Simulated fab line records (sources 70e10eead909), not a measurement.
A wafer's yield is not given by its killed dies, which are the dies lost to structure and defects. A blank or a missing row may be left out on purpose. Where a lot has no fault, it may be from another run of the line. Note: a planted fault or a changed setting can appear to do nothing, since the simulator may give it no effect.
A lot that was struck, set against a sound lot | flow nand harc | 20 steps out of a route of 1302
Sound: wafers L428.2, L428.3, L428.4. Struck: wafers L419.1, L419.2, L419.6. The cause comes at the end.
Order at every step that has rows: each side's tool, ch and its chambers, its first start. Under that, the readings that differ: sound wafers | struck wafers | difference of the means | sigmas: that difference in standard deviations of wafers without a fault.
alike: words and numbers the same on both sides, and readings whose means are apart by under 2 such deviations; not compared: readings that were withheld, readings missing a value for some wafer, numbers with overlapping values and no deviation given by the record, and bounds like >300 which may hide the same value.
The two part at a step that has a row with sigmas, a row that says differs or no value, or rows on one side only. Numbers that don't overlap but have no deviation are shown without sigmas and don't part them. A reading missing from all wafers of one side parts the sides only when that side holds two or more wafers.

NHARC_P_CONTACT_CMP_24: polishes, t overpolish 30 s, target thk 200 nm.
  sound on cmp-01 ch 0,1,3, day 13 17:50; struck on cmp-03 ch 1,2, day 9 19:08
  reading                 | sound             | struck            | difference | sigmas
  edge zone pressure frac | 0.997 0.993 0.999 | 1.004 1.009 1.012 | +0.012     | +2
  alike: motor current A, overpolish run s, time to endpoint s
then, 1 step without rows for these wafers: NHARC_P_CONTACT_SRD_26.
NHARC_P_CONTACT_INSPECT_27:
  sound on defect inspect-02 at day 13 18:14; struck on defect inspect-01 at day 9 19:31
  alike: raw defect count
then, 8 steps without rows for these wafers: NHARC_P_M0_DEP_00 (deposits SiOC, target thk 150 nm); NHARC_P_M0_DEHYDRATE_01 (time 120 s); NHARC_P_M0_HMDS_02 (time 30 s); NHARC_P_M0_COAT_33 (time 65 s); NHARC_P_M0_COAT_03 (resist thk 90 nm); NHARC_P_M0_SOFTBAKE_04 (time 55 s); NHARC_P_M0_EBR_05; NHARC_P_M0_EXPOSE_06 (exposes mask P M0, target cd 90 nm).
NHARC_P_M0_PEB_07: peb time 65 s.
  sound on litho track-04 ch 0, day 13 18:55; struck on litho track-01 ch 0, day 9 20:21
  reading                  | sound             | struck            | difference | sigmas
  heater power total W (W) | 157.0 157.1 156.0 | 185.8 184.8 185.1 | +28.5      | +70
  alike: exhaust pa
then, 1 step without rows for these wafers: NHARC_P_M0_DEVELOP_08 (develop time 35 s).
NHARC_P_M0_CD_MEAS_09 targets a cd of 90 nm.
  sound on cd sem-02 ch 0, day 13 19:01; struck on cd sem-03 ch 0, day 9 20:25
  reading    | sound          | struck         | difference | sigmas
  cd nm (nm) | 90.8 91.1 91.0 | 80.6 79.5 80.3 | -10.8      | -17
NHARC_P_M0_OVL_MEAS_10: pitch 180 nm.
  sound on overlay-01 at day 13 19:05; struck on overlay-02 at day 9 20:31
  alike: overlay x nm, overlay y nm
NHARC_P_M0_INSPECT_11:
  sound on defect inspect-01 at day 13 19:08; struck on defect inspect-02 at day 9 20:33
  alike: raw defect count
NHARC_P_M0_DESCUM_14: chemistry O2, time 3 s.
  sound on rie diel-09 ch 0,1,2, day 13 19:11; struck on rie diel-08 ch 2,3, day 9 20:37
  reading               | sound             | struck            | difference | sigmas
  model.P_M0.cd nm (nm) | 91.41 90.92 91.77 | 80.76 79.26 79.28 | -11.60     |
  alike: drypump motor current A, mfc ar sccm, oes product au, rf vpp V, showerhead plenum p Torr, throttle valve pct
  not compared: rf hours counter h
NHARC_P_M0_ETCH_34: etches the open film in N2/H2, target depth 40 nm, overetch 12 nm, time 43.94 s.
  sound on rie diel-09 ch 0,1,3, day 13 19:16; struck on rie diel-08 ch 1,2, day 9 20:50
  reading                | sound                | struck               | difference | sigmas
  oes product au (a.u.)  | 1.013 1.007 1.028    | 0.996 0.987 0.993    | -0.024     | -2
  throttle valve pct (%) | 14.154 14.160 14.172 | 14.193 14.169 14.175 | +0.017     | +2
  alike: drypump motor current A, mfc ar sccm, n2 flow sccm, rf vpp V, showerhead plenum p Torr
  not compared: rf hours counter h
NHARC_P_M0_ETCH_15: etches the open film in C4F8/Ar, target depth 150 nm, overetch 15 nm, time 82.5 s.
  sound: rie diel-09 ch 1,2,3; struck: rie diel-08 ch 0,1,2
  reading               | sound             | struck            | difference | sigmas
  model.P_M0.cd nm (nm) | 90.73 91.17 91.66 | 80.72 79.07 79.05 | -11.57     |
  alike: oes product au, rf vpp V
  not compared: rf hours counter h
NHARC_P_M0_CD_MEAS_16:
  sound on cd sem-03 at day 13 19:29; struck on cd sem-01 at day 9 21:02
  reading    | sound          | struck         | difference | sigmas
  cd nm (nm) | 90.5 91.3 91.9 | 80.6 79.0 79.3 | -11.6      | -14

## WHERE THEY PART
Earliest at NHARC_P_CONTACT_CMP_24; latest, in this record, at NHARC_P_M0_CD_MEAS_16.

WHY: what had been put in by the simulator
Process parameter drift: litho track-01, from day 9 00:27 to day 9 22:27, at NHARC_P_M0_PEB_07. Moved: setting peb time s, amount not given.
